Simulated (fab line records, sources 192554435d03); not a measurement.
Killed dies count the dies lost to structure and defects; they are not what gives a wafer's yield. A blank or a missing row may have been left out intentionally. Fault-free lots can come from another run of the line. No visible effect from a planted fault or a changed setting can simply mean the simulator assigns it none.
fab line records	flow n5Finfet
record lots=24	wafers=72	lastDay=18
route steps=1938 shown BEOL_M9@1445 BEOL_M10@1473 BEOL_M11@1537
lots untouched by any fault: they come from a run of this same line in which no faults occurred
startH: hours from the record's opening day to when the first of the lot's shown wafers began	waitH: how many hours have passed since the lot's step before this one	" identical to the entry in the row above	L1.1+2: a single row standing in for several wafers	- no value, or no start was given	* or withheld: withheld	< > ~ a bound
route shown NAME@n: a module of which the file shows steps, and the number in the route of the first	usual: mean/standard deviation of fault-free wafers	same: alike in all rows	chamber/n: place in a boat	sites: per-site readings	_std_site: the standard deviation of these	_edge_site: mean of outer sites minus mean of inner sites	radiusMm: for every site, how far away it sits from the centre of the wafer	mask NAME#n: copy n	behind: the tool/chamber that last shaped the wafer	hold: why the lot was held/for how many hours/how that ended	device: names the non-switching transistor (n, p or np)	end of line: tests run on the same wafers once the route is complete	a step given without rows: its recipe and nothing more	killed: not the wafer's yield, but the dies lost to structure and defects at the first sort	map: the dies of a wafer, with x for killed, . for not killed, _ for no die there
set.NAME: the setting that was run; set.NAME@STEP: the one run at that earlier step	model.NAME: the simulator's own value behind a step, which no gauge read
steps of the route over a sample of lots; a table a step, a row a wafer
services: when a tool's chamber went out of use (startH, in hours from the record's first day, below 0 if earlier), for how many hours, and the reason
## steps
# step N5_BEOL_M9_STRIP_36
# recipe chemistry=N2/H2	powerW=450	tempC=40	pressureMtorr=20	rfFrequencyHz=6e+07	overashFraction=0.3	biasPowerW=7	h2Frac=0.5	n2FlowSccm=200	h2FlowSccm=200
# usual drypumpMotorCurrentA=5.8/0.49	oesProductAu=0.78/0.094	rfVppV=59.1/1.5	showerheadPlenumPTorr=2.54/0.085	throttleValvePct=23.6/0.35
# same overashFraction=0.3
lot.wafer	tool	chamber	startH	waitH	drypumpMotorCurrentA	oesProductAu	rfHoursCounterH	rfVppV	showerheadPlenumPTorr	throttleValvePct
L075.2	rieDiel-01	2	204.04	0.0	5.7	0.71	242	58.8	2.48	23.9
L075.4	"	0	"	"	5.6	0.89	34	60.7	2.57	23.1
L075.6	"	3	"	"	6.6	0.74	-	59.1	2.64	24.1
L074.3	rieDiel-03	3	204.20	0.0	5.1	0.73	206	61.3	2.53	23.8
L074.5	"	1	"	"	5.7	0.74	-	58.0	2.43	24.2
L074.6	"	2	"	"	5.3	0.70	-	60.3	2.59	23.7
L076.1	rieDiel-01	1	219.20	0.0	6.6	0.68	238	57.6	2.39	23.3
L076.4	"	2	"	"	5.7	0.70	-	58.6	2.47	23.9
L076.5	"	0	"	"	5.5	0.87	-	57.4	2.57	23.1
L077.1	rieDiel-02	1	227.80	0.0	6.3	0.72	202	59.9	2.52	23.7
L077.4	"	1	"	"	6.3	0.72	-	60.4	2.52	23.7
L077.6	"	2	"	"	5.6	0.71	-	59.0	2.40	23.6
L078.1	rieDiel-01	2	227.97	0.0	5.7	0.69	252	61.2	2.47	23.9
L078.5	"	3	"	"	6.6	0.74	-	58.6	2.64	24.1
L078.6	"	2	"	"	5.7	0.70	-	58.3	2.47	23.9
L079.1	rieDiel-02	1	229.72	0.0	6.2	0.72	204	61.9	2.52	23.7
L079.2	"	2	"	"	5.6	0.71	231	59.0	2.40	23.6
L079.3	"	3	"	"	5.5	0.88	58	61.7	2.65	23.3
L080.1	rieDiel-03	1	242.87	0.0	5.7	0.74	203	58.1	2.43	24.1
L080.3	"	2	"	"	5.3	0.69	249	57.7	2.58	23.7
L080.6	"	3	"	"	5.1	0.72	-	62.2	2.52	23.8
L081.1	rieDiel-03	3	250.49	0.0	5.1	0.70	222	60.7	2.52	23.9
L081.2	"	1	"	"	5.7	0.73	206	58.2	2.43	24.1
L081.5	"	0	"	"	5.7	0.69	-	59.3	2.60	24.0
L083.2	rieDiel-03	3	252.50	0.0	5.0	0.72	223	59.7	2.52	23.9
L083.4	"	3	"	"	5.0	0.72	-	57.9	2.52	23.9
L083.6	"	0	"	"	5.6	0.70	-	57.5	2.60	24.0
L082.3	rieDiel-01	3	257.99	0.0	6.6	0.72	196	59.4	2.64	24.1
L082.4	"	1	"	"	6.6	0.66	-	57.8	2.38	23.2
L082.6	"	3	"	"	6.6	0.72	-	58.3	2.63	24.1
L084.2	rieDiel-02	2	261.07	0.0	5.6	0.70	240	58.4	2.39	23.6
L084.3	"	1	"	"	6.2	0.71	213	60.3	2.52	23.7
L084.4	"	0	"	"	5.3	0.83	56	58.0	2.47	23.7
L086.2	rieDiel-03	1	283.90	0.0	5.7	0.73	216	58.4	2.42	24.2
L086.3	"	2	"	"	5.3	0.99	6	57.9	2.58	23.2
L086.5	"	1	"	"	5.7	0.74	-	58.0	2.42	24.1
L085.1	rieDiel-03	2	288.68	0.0	5.3	0.96	8	59.5	2.58	23.2
L085.2	"	3	"	"	5.0	0.71	234	55.5	2.51	23.9
L085.5	"	0	"	"	5.6	1.00	-	60.8	2.60	23.5
L087.1	rieDiel-01	0	289.23	0.0	5.6	0.84	66	58.2	2.56	23.1
L087.4	"	0	"	"	5.6	0.82	-	56.2	2.56	23.1
L087.5	"	3	"	"	6.6	0.71	-	58.1	2.63	24.1
L089.1	rieDiel-01	1	311.50	0.0	6.6	0.96	6	59.1	2.70	23.1
L089.5	"	0	"	"	5.6	0.83	-	60.8	2.56	23.1
L089.6	"	3	"	"	6.6	0.71	-	57.2	2.63	24.1
L088.2	rieDiel-02	1	311.96	0.0	6.2	0.71	229	57.9	2.51	23.7
L088.4	"	3	"	"	5.5	0.84	-	58.4	2.64	23.3
L088.5	"	1	"	"	6.2	0.70	-	57.4	2.51	23.7
L090.3	rieDiel-02	0	317.35	0.0	5.3	0.80	75	58.1	2.46	23.8
L090.4	"	1	"	"	6.2	0.69	-	60.0	2.51	23.7
L090.6	"	3	"	"	5.6	0.82	-	60.6	2.64	23.3
L091.1	rieDiel-02	1	320.68	0.0	6.3	0.71	232	61.5	2.51	23.8
L091.5	"	3	"	"	5.5	0.84	-	58.3	2.64	23.3
L091.6	"	0	"	"	5.3	0.81	-	56.9	2.46	23.8
L093.1	rieDiel-01	0	328.53	0.0	5.5	0.83	77	58.6	2.56	23.1
L093.4	"	2	"	"	5.7	0.94	-	57.0	2.47	23.5
L093.6	"	3	"	"	6.6	0.72	-	61.2	2.63	24.1
L092.1	rieDiel-01	3	338.90	0.0	6.6	0.70	220	58.0	2.62	24.1
L092.3	"	0	"	"	5.5	0.82	81	60.9	2.56	23.1
L092.4	"	2	"	"	5.7	0.94	20	59.9	2.46	23.5
L094.2	rieDiel-03	1	344.76	0.0	5.7	0.71	234	57.8	2.42	24.2
L094.4	"	0	"	"	5.6	0.97	16	59.9	2.59	23.5
L094.5	"	1	"	"	5.7	0.71	-	56.9	2.42	24.2
L095.3	rieDiel-01	2	355.30	0.0	5.7	0.92	24	57.5	2.46	23.5
L095.5	"	2	"	"	5.7	0.92	-	58.9	2.46	23.5
L095.6	"	3	"	"	6.6	0.70	-	58.0	2.62	24.1
L096.1	rieDiel-02	1	361.77	0.0	6.2	0.69	244	59.5	2.51	23.8
L096.4	"	3	"	"	5.5	0.83	100	60.2	2.63	23.3
L096.5	"	1	"	"	6.2	0.69	-	58.5	2.51	23.8
L097.1	rieDiel-01	2	376.73	0.0	5.7	0.90	33	62.2	2.46	23.5
L097.5	"	2	"	"	5.7	0.90	-	58.7	2.46	23.5
L097.6	"	3	"	"	6.6	0.70	-	61.4	2.62	24.1
# step N5_BEOL_M9_OCD_MEAS_38
# usual trenchDepthNm=151.8/2.6
lot.wafer	tool	chamber	startH	waitH	trenchDepthNm
L075.2	ocd-02	-	204.25	-	154.9
L075.4	"	-	"	"	152.2
L075.6	"	-	"	"	155.3
L074.3	ocd-02	-	204.42	-	154.8
L074.5	"	-	"	"	153.7
L074.6	"	-	"	"	152.9
L076.1	ocd-02	-	219.42	-	149.9
L076.4	"	-	"	"	153.6
L076.5	"	-	"	"	150.3
L077.1	ocd-01	-	228.02	-	152.4
L077.4	"	-	"	"	151.0
L077.6	"	-	"	"	151.4
L078.1	ocd-02	-	228.18	-	152.6
L078.5	"	-	"	"	153.9
L078.6	"	-	"	"	153.3
L079.1	ocd-01	-	229.93	-	150.5
L079.2	"	-	"	"	150.1
L079.3	"	-	"	"	148.4
L080.1	ocd-01	-	243.08	-	154.8
L080.3	"	-	"	"	152.3
L080.6	"	-	"	"	154.1
L081.1	ocd-02	-	250.70	-	152.4
L081.2	"	-	"	"	153.1
L081.5	"	-	"	"	149.0
L083.2	ocd-01	-	252.71	-	152.4
L083.4	"	-	"	"	151.9
L083.6	"	-	"	"	148.1
L082.3	ocd-02	-	258.21	-	151.5
L082.4	"	-	"	"	146.6
L082.6	"	-	"	"	152.4
L084.2	ocd-02	-	261.29	-	151.2
L084.3	"	-	"	"	150.9
L084.4	"	-	"	"	147.3
L086.2	ocd-02	-	284.11	-	154.1
L086.3	"	-	"	"	151.9
L086.5	"	-	"	"	154.8
L085.1	ocd-01	-	288.89	-	153.9
L085.2	"	-	"	"	155.6
L085.5	"	-	"	"	157.1
L087.1	ocd-01	-	289.44	-	149.5
L087.4	"	-	"	"	149.7
L087.5	"	-	"	"	152.7
L089.1	ocd-01	-	311.72	-	154.0
L089.5	"	-	"	"	150.4
L089.6	"	-	"	"	152.7
L088.2	ocd-01	-	312.17	-	151.7
L088.4	"	-	"	"	149.4
L088.5	"	-	"	"	151.9
L090.3	ocd-02	-	317.57	-	145.8
L090.4	"	-	"	"	151.8
L090.6	"	-	"	"	149.2
L091.1	ocd-02	-	320.89	-	152.3
L091.5	"	-	"	"	149.8
L091.6	"	-	"	"	146.9
L093.1	ocd-01	-	328.74	-	150.5
L093.4	"	-	"	"	153.4
L093.6	"	-	"	"	153.3
L092.1	ocd-02	-	339.12	-	151.8
L092.3	"	-	"	"	148.6
L092.4	"	-	"	"	152.6
L094.2	ocd-02	-	344.97	-	155.1
L094.4	"	-	"	"	155.7
L094.5	"	-	"	"	154.6
L095.3	ocd-02	-	355.52	-	154.9
L095.5	"	-	"	"	155.6
L095.6	"	-	"	"	154.8
L096.1	ocd-01	-	361.99	-	150.2
L096.4	"	-	"	"	148.5
L096.5	"	-	"	"	149.4
L097.1	ocd-01	-	376.94	-	155.7
L097.5	"	-	"	"	156.4
L097.6	"	-	"	"	152.3
# step N5_BEOL_M9_ANNEAL_51
# recipe tempC=225	timeS=90	ambient=N2
# usual wafer_temp_C_max=226.32/0.28
lot.wafer	tool	chamber	startH	waitH	wafer_temp_C_max
L075.2	rtpAnneal-02	0	205.92	0.1	226.17
L075.4	"	0	"	"	226.52
L075.6	"	0	"	"	226.30
L074.3	rtpAnneal-02	0	206.41	0.5	225.71
L074.5	"	0	"	"	226.21
L074.6	"	0	"	"	226.25
L076.1	rtpAnneal-02	0	221.98	0.3	226.40
L076.4	"	0	"	"	226.78
L076.5	"	0	"	"	226.14
L077.1	rtpAnneal-01	0	230.01	0.4	226.62
L077.4	"	0	"	"	226.03
L077.6	"	0	"	"	226.61
L078.1	rtpAnneal-01	0	230.28	0.4	226.20
L078.5	"	0	"	"	225.62
L078.6	"	0	"	"	226.44
L079.1	rtpAnneal-02	0	232.03	0.2	226.62
L079.2	"	0	"	"	226.25
L079.3	"	0	"	"	226.54
L080.1	rtpAnneal-02	0	244.79	0.3	226.21
L080.3	"	0	"	"	226.17
L080.6	"	0	"	"	226.65
L081.1	rtpAnneal-01	0	252.87	0.1	226.31
L081.2	"	0	"	"	226.64
L081.5	"	0	"	"	226.24
L083.2	rtpAnneal-01	0	256.05	0.1	225.96
L083.4	"	0	"	"	226.09
L083.6	"	0	"	"	225.80
L082.3	rtpAnneal-01	0	261.88	0.4	226.15
L082.4	"	0	"	"	226.23
L082.6	"	0	"	"	226.55
L084.2	rtpAnneal-01	0	263.71	1.0	226.67
L084.3	"	0	"	"	226.52
L084.4	"	0	"	"	226.20
L086.2	rtpAnneal-01	0	285.97	0.3	226.49
L086.3	"	0	"	"	226.43
L086.5	"	0	"	"	226.42
L085.1	rtpAnneal-02	0	290.93	0.2	226.38
L085.2	"	0	"	"	226.31
L085.5	"	0	"	"	226.59
L087.1	rtpAnneal-02	0	291.20	0.3	225.92
L087.4	"	0	"	"	226.09
L087.5	"	0	"	"	226.08
L089.1	rtpAnneal-01	0	313.59	0.1	226.37
L089.5	"	0	"	"	226.57
L089.6	"	0	"	"	226.34
L088.2	rtpAnneal-01	0	314.18	0.3	226.32
L088.4	"	0	"	"	225.90
L088.5	"	0	"	"	226.50
L090.3	rtpAnneal-01	0	319.97	0.6	226.46
L090.4	"	0	"	"	226.25
L090.6	"	0	"	"	226.04
L091.1	rtpAnneal-01	0	324.23	0.2	226.22
L091.5	"	0	"	"	226.35
L091.6	"	0	"	"	225.97
L093.1	rtpAnneal-01	0	330.62	0.1	226.33
L093.4	"	0	"	"	226.05
L093.6	"	0	"	"	226.55
L092.1	rtpAnneal-01	0	342.38	0.1	226.75
L092.3	"	0	"	"	226.17
L092.4	"	0	"	"	225.99
L094.2	rtpAnneal-01	0	346.91	0.3	226.16
L094.4	"	0	"	"	226.41
L094.5	"	0	"	"	226.22
L095.3	rtpAnneal-02	0	359.10	0.1	226.37
L095.5	"	0	"	"	226.72
L095.6	"	0	"	"	226.84
L096.1	rtpAnneal-01	0	364.11	0.1	226.22
L096.4	"	0	"	"	225.96
L096.5	"	0	"	"	225.76
L097.1	rtpAnneal-02	0	379.32	0.5	226.78
L097.5	"	0	"	"	226.49
L097.6	"	0	"	"	226.39
# step N5_BEOL_M10_PECVD_70
# recipe material=SiO2	targetThkA=200	tempC=400	precursor=TEOS/O2	pressureTorr=5.5	rfW=450	teosFlowSccm=53.8	gas=O2	flowSccm=3000	timeS=22.7
# usual heaterPowerOuterW=425/79	heaterPowerW=728/120	showerheadPlenumPTorr=8.75/0.051	susceptorTempC=399.99/0.23	throttleValvePct=22.5/1.6
lot.wafer	tool	chamber	startH	waitH	heaterPowerOuterW	heaterPowerW	showerheadPlenumPTorr	susceptorTempC	throttleValvePct
L075.2	pecvd-04	2	207.35	0.0	436	730	8.75	399.78	21.0
L075.4	"	2	"	"	427	758	8.77	399.98	21.0
L075.6	"	0	"	"	425	785	8.73	400.01	25.6
L074.3	pecvd-02	1	207.82	0.1	329	617	8.74	400.33	22.1
L074.5	"	1	"	"	337	604	8.76	400.31	22.1
L074.6	"	0	"	"	382	670	8.86	399.87	23.1
L076.1	pecvd-01	2	223.43	0.0	643	1075	8.70	399.90	22.5
L076.4	"	2	"	"	651	1049	8.72	399.96	22.9
L076.5	"	0	"	"	380	665	8.70	399.78	21.6
L077.1	pecvd-01	0	231.44	0.0	372	630	8.68	399.90	21.7
L077.4	"	0	"	"	376	620	8.72	400.04	21.4
L077.6	"	2	"	"	573	955	8.69	399.45	22.7
L078.1	pecvd-04	2	231.76	0.0	381	677	8.74	400.11	21.1
L078.5	"	2	"	"	375	678	8.75	399.88	20.9
L078.6	"	0	"	"	419	728	8.75	399.39	25.7
L079.1	pecvd-02	2	233.45	0.0	350	590	8.82	400.06	19.9
L079.2	"	1	"	"	372	660	8.75	399.97	22.2
L079.3	"	0	"	"	395	674	8.84	400.04	23.2
L080.1	pecvd-02	2	246.21	0.0	358	611	8.83	399.76	20.2
L080.3	"	1	"	"	372	681	8.76	400.09	22.1
L080.6	"	0	"	"	410	697	8.85	400.08	23.2
L081.1	pecvd-01	2	254.77	0.0	631	1014	8.70	399.88	23.0
L081.2	"	0	"	"	370	647	8.70	399.64	21.8
L081.5	"	2	"	"	628	1008	8.72	400.05	22.8
L083.2	pecvd-04	0	257.42	0.0	417	748	8.75	400.15	26.0
L083.4	"	1	"	"	351	589	8.81	400.34	21.1
L083.6	"	0	"	"	418	750	8.72	399.67	25.5
L082.3	pecvd-04	0	263.22	0.0	373	716	8.72	400.33	25.5
L082.4	"	0	"	"	374	703	8.72	400.05	25.8
L082.6	"	1	"	"	410	645	8.80	400.32	21.2
L084.2	pecvd-01	0	266.11	0.0	368	613	8.67	399.99	21.5
L084.3	"	1	"	"	509	829	8.66	399.87	22.5
L084.4	"	1	"	"	504	862	8.67	399.63	22.8
L086.2	pecvd-04	2	287.35	0.0	370	668	8.76	399.77	21.3
L086.3	"	1	"	"	428	670	8.79	399.85	21.0
L086.5	"	0	"	"	401	732	8.72	400.12	25.6
L085.1	pecvd-02	2	292.35	0.0	334	573	8.82	399.94	20.4
L085.2	"	1	"	"	382	680	8.77	400.32	22.2
L085.5	"	0	"	"	390	664	8.82	400.22	23.6
L087.1	pecvd-04	1	292.85	0.0	345	569	8.78	400.45	21.2
L087.4	"	2	"	"	422	731	8.76	399.96	21.4
L087.5	"	1	"	"	346	572	8.82	400.42	21.0
L089.1	pecvd-01	2	315.01	0.0	537	894	8.71	400.06	23.1
L089.5	"	2	"	"	545	900	8.71	399.77	22.9
L089.6	"	1	"	"	461	756	8.67	399.67	22.3
L088.2	pecvd-04	0	315.70	0.0	395	741	8.71	400.23	25.6
L088.4	"	2	"	"	462	791	8.75	400.18	21.4
L088.5	"	1	"	"	373	620	8.83	400.02	21.2
L090.3	pecvd-01	1	321.45	0.0	494	835	8.67	400.13	22.9
L090.4	"	2	"	"	611	1011	8.72	399.59	22.9
L090.6	"	1	"	"	467	811	8.68	400.08	22.6
L091.1	pecvd-04	2	326.21	0.0	457	769	8.74	400.02	21.2
L091.5	"	0	"	"	401	745	8.72	400.29	25.7
L091.6	"	1	"	"	444	675	8.78	400.15	21.4
L093.1	pecvd-04	2	332.04	0.0	469	780	8.75	400.26	21.2
L093.4	"	2	"	"	457	786	8.76	400.07	21.4
L093.6	"	0	"	"	416	769	8.76	400.03	26.0
L092.1	pecvd-02	2	343.80	0.0	382	628	8.81	400.02	20.4
L092.3	"	1	"	"	316	595	8.77	400.01	22.3
L092.4	"	2	"	"	381	641	8.83	399.67	20.1
L094.2	pecvd-01	0	348.73	0.0	330	571	8.74	399.72	21.5
L094.4	"	1	"	"	491	808	8.65	399.81	22.5
L094.5	"	2	"	"	642	1062	8.72	399.99	22.9
L095.3	pecvd-04	0	360.43	0.0	426	781	8.73	399.73	26.0
L095.5	"	2	"	"	477	807	8.75	400.12	21.3
L095.6	"	0	"	"	428	747	8.72	399.76	25.6
L096.1	pecvd-04	2	366.01	0.0	420	720	8.75	400.14	21.2
L096.4	"	1	"	"	445	712	8.81	400.02	21.2
L096.5	"	0	"	"	417	757	8.72	400.07	25.6
L097.1	pecvd-01	2	380.74	0.0	646	1047	8.73	400.17	23.0
L097.5	"	1	"	"	430	755	8.68	399.71	22.7
L097.6	"	0	"	"	364	618	8.71	399.75	21.4
# step N5_BEOL_M11_CURE_71
# recipe tempC=385	timeS=240	ambient=He/Ar	material=SiCOH_lowk
# usual lampPowerPct=52.32/0.053	wafer_temp_C_max=386.8/0.61
lot.wafer	tool	chamber	startH	waitH	lampPowerPct	wafer_temp_C_max
L074.3	uvCure-03	0	215.18	0.2	52.24	385.8
L074.5	"	0	"	"	52.29	385.5
L074.6	"	0	"	"	52.36	385.9
L075.2	uvCure-01	1	216.55	0.2	52.26	387.5
L075.4	"	1	"	"	52.40	387.9
L075.6	"	1	"	"	52.31	386.8
L076.1	uvCure-01	0	230.77	0.1	52.24	386.6
L076.4	"	0	"	"	52.37	387.2
L076.5	"	0	"	"	52.26	386.8
L077.1	uvCure-01	1	237.96	0.0	52.23	387.6
L077.4	"	1	"	"	52.37	387.3
L077.6	"	1	"	"	52.36	387.2
L078.1	uvCure-01	1	238.76	0.0	52.25	387.3
L078.5	"	1	"	"	52.23	387.5
L078.6	"	1	"	"	52.23	386.8
L079.1	uvCure-02	2	241.04	0.0	52.34	387.4
L079.2	"	2	"	"	52.34	387.8
L079.3	"	2	"	"	52.26	387.1
L080.1	uvCure-02	2	254.07	0.0	52.34	387.6
L080.3	"	2	"	"	52.41	387.2
L080.6	"	2	"	"	52.28	387.2
L081.1	uvCure-01	1	264.15	0.1	52.36	387.2
L081.2	"	1	"	"	52.25	386.9
L081.5	"	1	"	"	52.35	387.4
L083.2	uvCure-01	0	265.67	1.0	52.28	386.5
L083.4	"	0	"	"	52.31	387.3
L083.6	"	0	"	"	52.36	386.8
L082.3	uvCure-01	1	273.21	0.2	52.33	386.5
L082.4	"	1	"	"	52.36	387.0
L082.6	"	1	"	"	52.26	387.8
L084.2	uvCure-03	0	273.54	0.2	52.20	385.6
L084.3	"	0	"	"	52.28	386.1
L084.4	"	0	"	"	52.38	385.7
L086.2	uvCure-02	1	296.05	0.3	52.24	386.5
L086.3	"	1	"	"	52.29	386.8
L086.5	"	1	"	"	52.34	386.5
L085.1	uvCure-03	0	299.08	0.0	52.34	385.7
L085.2	"	0	"	"	52.27	385.6
L085.5	"	0	"	"	52.22	386.1
L087.1	uvCure-02	0	299.94	0.4	52.29	386.3
L087.4	"	0	"	"	52.28	387.2
L087.5	"	0	"	"	52.32	386.6
L088.2	uvCure-02	2	325.26	0.3	52.29	387.3
L088.4	"	2	"	"	52.28	387.3
L088.5	"	2	"	"	52.28	387.9
L089.1	uvCure-02	1	325.66	0.3	52.24	386.7
L089.5	"	1	"	"	52.28	386.7
L089.6	"	1	"	"	52.27	386.4
L090.3	uvCure-01	1	330.21	0.3	52.28	386.8
L090.4	"	1	"	"	52.27	387.8
L090.6	"	1	"	"	52.28	386.9
L091.1	uvCure-02	1	335.46	0.1	52.41	386.8
L091.5	"	1	"	"	52.31	386.4
L091.6	"	1	"	"	52.34	386.8
L093.1	uvCure-01	2	340.75	0.1	52.31	387.2
L093.4	"	2	"	"	52.28	387.4
L093.6	"	2	"	"	52.28	387.2
L092.1	uvCure-03	2	356.48	0.0	52.32	386.5
L092.3	"	2	"	"	52.31	386.7
L092.4	"	2	"	"	52.24	386.4
L094.2	uvCure-02	1	357.55	0.1	52.33	386.2
L094.4	"	1	"	"	52.37	386.2
L094.5	"	1	"	"	52.48	386.6
L095.3	uvCure-01	2	367.30	0.2	52.26	387.8
L095.5	"	2	"	"	52.27	386.8
L095.6	"	2	"	"	52.33	386.8
L096.1	uvCure-02	2	374.29	0.0	52.33	387.1
L096.4	"	2	"	"	52.23	387.0
L096.5	"	2	"	"	52.37	386.4
L097.1	uvCure-03	2	387.15	0.4	52.38	386.8
L097.5	"	2	"	"	52.31	386.8
L097.6	"	2	"	"	52.27	386.7
# step N5_BEOL_M11_PECVD_70
# recipe material=SiO2	targetThkA=200	tempC=400	precursor=TEOS/O2	pressureTorr=5.5	rfW=450	teosFlowSccm=53.8	gas=O2	flowSccm=3000	timeS=22.7
# usual heaterPowerOuterW=443/88	heaterPowerW=749/130	showerheadPlenumPTorr=8.77/0.063	susceptorTempC=400.02/0.22	throttleValvePct=22.3/0.87
lot.wafer	tool	chamber	startH	waitH	heaterPowerOuterW	heaterPowerW	showerheadPlenumPTorr	susceptorTempC	throttleValvePct
L074.3	pecvd-01	1	215.57	0.0	474	825	8.66	399.99	22.6
L074.5	"	1	"	"	474	816	8.66	399.88	22.5
L074.6	"	0	"	"	343	617	8.73	399.90	21.5
L075.2	pecvd-02	1	217.02	0.0	299	587	8.77	400.05	22.1
L075.4	"	0	"	"	412	699	8.86	400.04	23.4
L075.6	"	1	"	"	303	581	8.76	400.24	22.3
L076.1	pecvd-03	2	231.32	0.0	519	852	8.83	400.10	22.5
L076.4	"	0	"	"	410	698	8.85	399.85	23.0
L076.5	"	2	"	"	501	846	8.82	400.19	22.2
L077.1	pecvd-02	2	238.51	0.0	392	640	8.82	399.98	20.3
L077.4	"	2	"	"	378	634	8.82	399.86	20.3
L077.6	"	1	"	"	332	614	8.76	399.74	22.2
L078.1	pecvd-01	1	239.31	0.0	496	824	8.66	400.05	22.6
L078.5	"	2	"	"	626	1037	8.72	400.07	22.7
L078.6	"	1	"	"	502	850	8.69	400.07	22.5
L079.1	pecvd-03	1	241.59	0.0	433	743	8.79	399.89	21.4
L079.2	"	0	"	"	441	726	8.85	399.99	22.8
L079.3	"	2	"	"	535	894	8.80	399.83	22.6
L080.1	pecvd-03	2	254.62	0.0	567	907	8.80	400.33	22.5
L080.3	"	1	"	"	444	768	8.80	400.20	21.5
L080.6	"	1	"	"	458	779	8.78	400.14	21.7
L081.1	pecvd-02	1	265.18	0.0	365	667	8.76	399.99	22.1
L081.2	"	2	"	"	346	589	8.81	399.73	20.1
L081.5	"	2	"	"	344	569	8.84	399.56	20.4
L083.2	pecvd-02	2	266.14	0.0	381	638	8.82	399.99	20.3
L083.4	"	2	"	"	381	646	8.81	400.12	20.2
L083.6	"	1	"	"	339	625	8.76	400.12	22.4
L082.3	pecvd-03	1	273.60	0.0	435	750	8.80	400.16	21.6
L082.4	"	1	"	"	431	753	8.81	399.87	21.7
L082.6	"	0	"	"	454	730	8.85	399.73	23.1
L084.2	pecvd-01	2	274.41	0.0	622	1005	8.75	400.16	22.8
L084.3	"	1	"	"	428	742	8.66	400.05	22.6
L084.4	"	0	"	"	369	632	8.71	399.87	21.7
L086.2	pecvd-03	1	296.52	0.0	414	773	8.81	400.35	21.5
L086.3	"	2	"	"	592	919	8.80	400.07	22.8
L086.5	"	1	"	"	421	726	8.80	399.93	21.6
L085.1	pecvd-03	1	300.11	0.0	496	817	8.78	399.80	21.5
L085.2	"	0	"	"	453	771	8.83	400.49	23.3
L085.5	"	0	"	"	467	754	8.84	400.35	23.4
L087.1	pecvd-02	0	300.49	0.0	414	689	8.86	400.32	23.6
L087.4	"	2	"	"	344	561	8.84	399.98	20.4
L087.5	"	0	"	"	413	670	8.85	399.97	23.5
L088.2	pecvd-03	1	325.73	0.0	488	827	8.80	400.37	21.6
L088.4	"	2	"	"	527	880	8.83	400.26	22.6
L088.5	"	1	"	"	469	805	8.80	400.59	21.7
L089.1	pecvd-01	1	326.21	0.0	382	715	8.66	400.41	22.6
L089.5	"	2	"	"	587	1026	8.70	400.02	22.9
L089.6	"	0	"	"	438	714	8.69	400.09	21.6
L090.3	pecvd-02	0	330.60	0.0	359	625	8.85	399.94	23.4
L090.4	"	1	"	"	285	549	8.75	400.03	22.0
L090.6	"	2	"	"	350	589	8.83	400.21	20.4
L091.1	pecvd-01	2	336.49	0.0	588	951	8.75	399.74	23.0
L091.5	"	2	"	"	561	959	8.74	399.93	22.9
L091.6	"	1	"	"	421	742	8.66	400.32	22.6
L093.1	pecvd-01	2	341.30	0.0	615	1038	8.73	400.01	23.2
L093.4	"	0	"	"	373	617	8.72	400.21	21.7
L093.6	"	1	"	"	459	796	8.66	399.90	22.7
L092.1	pecvd-01	2	357.03	0.0	641	1036	8.68	400.09	23.0
L092.3	"	0	"	"	416	689	8.69	400.15	21.6
L092.4	"	1	"	"	510	846	8.67	399.99	22.6
L094.2	pecvd-03	2	358.02	0.0	493	815	8.79	400.15	22.9
L094.4	"	1	"	"	407	699	8.81	399.92	21.7
L094.5	"	2	"	"	495	831	8.84	400.32	22.7
L095.3	pecvd-01	1	367.69	0.0	457	768	8.66	400.02	22.5
L095.5	"	2	"	"	568	924	8.75	399.50	23.2
L095.6	"	0	"	"	421	684	8.71	399.75	21.4
L096.1	pecvd-01	0	374.84	0.0	421	690	8.71	399.86	21.5
L096.4	"	1	"	"	443	785	8.67	400.16	22.3
L096.5	"	2	"	"	642	1067	8.69	399.90	23.0
L097.1	pecvd-02	2	387.70	0.0	330	547	8.83	399.82	20.6
L097.5	"	2	"	"	326	570	8.84	399.49	20.7
L097.6	"	1	"	"	368	670	8.76	399.48	22.1
## services
tool	chamber	startH	hours	kind
pecvd-02	-	183.88	14.6	pm
pecvd-01	2	185.92	28.9	repair
uvCure-03	-	192.98	0.3	repair
rieDiel-02	-	204.96	14.6	pm
rieDiel-01	3	218.89	5.0	repair
rieDiel-02	0	225.17	5.2	repair
rieDiel-01	2	237.75	12.4	repair
uvCure-01	-	249.66	0.5	repair
uvCure-01	-	250.81	0.8	repair
pecvd-02	-	271.91	2.8	pm
pecvd-03	-	275.45	6.0	pm
uvCure-01	-	276.86	1.2	repair
pecvd-01	-	283.28	4.3	pm
uvCure-01	-	292.76	14.6	pm
rieDiel-02	2	301.04	12.7	repair
rieDiel-01	1	326.94	2.6	repair
rieDiel-02	1	334.58	3.1	repair
uvCure-01	-	346.62	11.6	repair
uvCure-02	-	366.36	2.2	repair
uvCure-01	-	378.19	13.8	repair
rieDiel-02	3	379.35	6.9	repair
rieDiel-01	-	381.04	0.8	repair
pecvd-03	1	384.24	4.1	repair
rieDiel-01	1	387.40	9.6	repair
## key
fault none
